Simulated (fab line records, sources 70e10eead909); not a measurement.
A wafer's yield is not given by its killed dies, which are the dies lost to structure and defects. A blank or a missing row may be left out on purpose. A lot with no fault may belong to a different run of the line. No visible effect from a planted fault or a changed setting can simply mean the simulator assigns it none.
Which tool was responsible?	flow nandHarc	72 wafers from 24 lots sampled at 2 of the route's 1159 steps

## WHAT THE GAUGES SHOWED, per wafer
NHARC_A_CONTACT_OVL_MEAS_70.
lot	measured	on	overlayXNm (nm)	overlayYNm (nm)
L074	day 16 15:45	overlay-02	-1.4 -1.4 -1.2	-0.2 0.0 0.3
L075	day 16 21:25	overlay-02	0.1 -0.3 -0.6	0.8 0.3 0.8
L076	day 17 13:28	overlay-02	0.3 0.3 0.6	-0.1 -0.3 -0.4
L078	day 17 18:15	overlay-02	-0.8 -0.8 -0.5	-0.5 -0.5 -0.3
L077	day 17 22:40	overlay-02	-0.5 -0.4 -0.6	-0.9 -0.1 -0.6
L080	day 18 07:15	overlay-01	0.7 1.1 1.2	0.1 0.3 0.5
L081	day 18 11:17	overlay-01	-1.1 -0.7 -0.6	2.1 1.4 1.5
L079	day 18 13:32	overlay-02	-0.1 -0.2 -0.2	-0.4 -0.4 -0.2
L083	day 18 22:56	overlay-01	2.2 1.5 1.4	-0.1 0.3 -0.1
L082	day 18 23:22	overlay-02	0.8 1.3 0.9	1.4 1.2 1.7
L084	day 19 03:24	overlay-02	-0.4 -0.2 -0.5	-0.7 -0.3 -0.6
L085	day 19 12:43	overlay-01	0.6 0.1 0.5	-0.7 -0.9 -0.3
L086	day 19 18:11	overlay-01	-0.6 -0.9 -1.7	-0.3 0.3 -0.2
L087	day 20 00:46	overlay-01	-1.0 -1.0 -0.7	1.7 1.5 1.9
L088	day 20 00:55	overlay-02	-0.2 0.0 -0.7	-0.4 -0.4 0.0
L090	day 20 06:11	overlay-02	1.9 1.6 1.2	1.0 0.2 0.6
L089	day 20 06:44	overlay-02	-0.1 -0.1 0.2	0.3 -0.1 0.5
L091	day 21 09:58	overlay-02	-2.1 -1.7 -1.4	1.6 2.0 1.9
L092	day 21 10:13	overlay-02	-0.7 -1.0 -0.5	-0.1 -0.1 -0.4
L094	day 21 16:11	overlay-02	-2.1 -2.0 -1.5	-0.4 -0.1 -0.6
L093	day 21 16:52	overlay-02	-0.6 -1.0 -0.4	0.4 -0.1 0.1
L096	day 21 19:52	overlay-01	-0.4 0.2 -0.7	-0.1 -0.1 -0.3
L095	day 22 01:58	overlay-02	0.4 1.1 1.0	0.5 0.4 1.2
L097	day 22 06:58	overlay-01	0.4 0.3 0.1	0.6 -0.2 0.8

NHARC_A_CONTACT_INSPECT_71.
lot	measured	on	rawDefectCount
L074	day 16 15:47	defectInspect-01	25 25 29
L075	day 16 21:27	defectInspect-02	26 29 22
L076	day 17 13:31	defectInspect-02	26 24 29
L078	day 17 18:17	defectInspect-02	19 12 13
L077	day 17 22:42	defectInspect-01	20 18 21
L080	day 18 07:17	defectInspect-01	17 18 15
L081	day 18 11:20	defectInspect-02	19 28 15
L079	day 18 13:34	defectInspect-02	28 29 20
L083	day 18 22:58	defectInspect-01	68 42 40
L082	day 18 23:25	defectInspect-02	14 6 15
L084	day 19 03:26	defectInspect-02	21 11 20
L085	day 19 12:44	defectInspect-02	15 11 16
L086	day 19 18:14	defectInspect-01	48 50 47
L087	day 20 00:48	defectInspect-02	13 14 11
L088	day 20 00:57	defectInspect-02	39 37 42
L090	day 20 06:13	defectInspect-02	10 15 12
L089	day 20 06:46	defectInspect-02	59 34 53
L091	day 21 10:00	defectInspect-02	15 13 15
L092	day 21 10:15	defectInspect-02	27 34 39
L094	day 21 16:13	defectInspect-02	53 61 49
L093	day 21 16:53	defectInspect-02	40 42 45
L096	day 21 19:53	defectInspect-01	49 65 70
L095	day 22 02:00	defectInspect-01	32 38 47
L097	day 22 06:59	defectInspect-02	17 10 13

## WHICH TOOL RAN EACH LOT (tool, then ch and the chambers of the sampled wafers, then the start)
There is no process step in the record ahead of these readings.

## AS READ BY THE TOOLS THEMSELVES (means over the sampled wafers that have a number; for cases with no such wafer, the mark the record gives instead)
The record holds no such reading with a usual standard deviation.

## THE ANSWER, worked out from the rows above alone
Rule: what is usual is taken from the lots themselves. The widest of any qualifying gaps counts: lots, ordered by their means at a reading, are off when they make up no more than a third of the lots, leave a main group of 4 or more, and stand apart from it by 3 or more times the standard deviation of that group's means. The tables above print the reading to a certain number of digits; a main group whose means all agree to those digits is not used. A lot without any number at a reading at which 4 lots or more have one is off too. All remaining lots with rows at the step are treated as sound. The gauges are gone through in route order, then the tools' own readings, and for those a lot's mean is taken as printed above. At the first step where some lot is off, the reading lying furthest off is the one used; lots without a number count as furthest.
No lot is off on any of the readings shown, so nothing can be concluded from this.

## WHAT HAD BEEN PUT IN BY THE SIMULATOR
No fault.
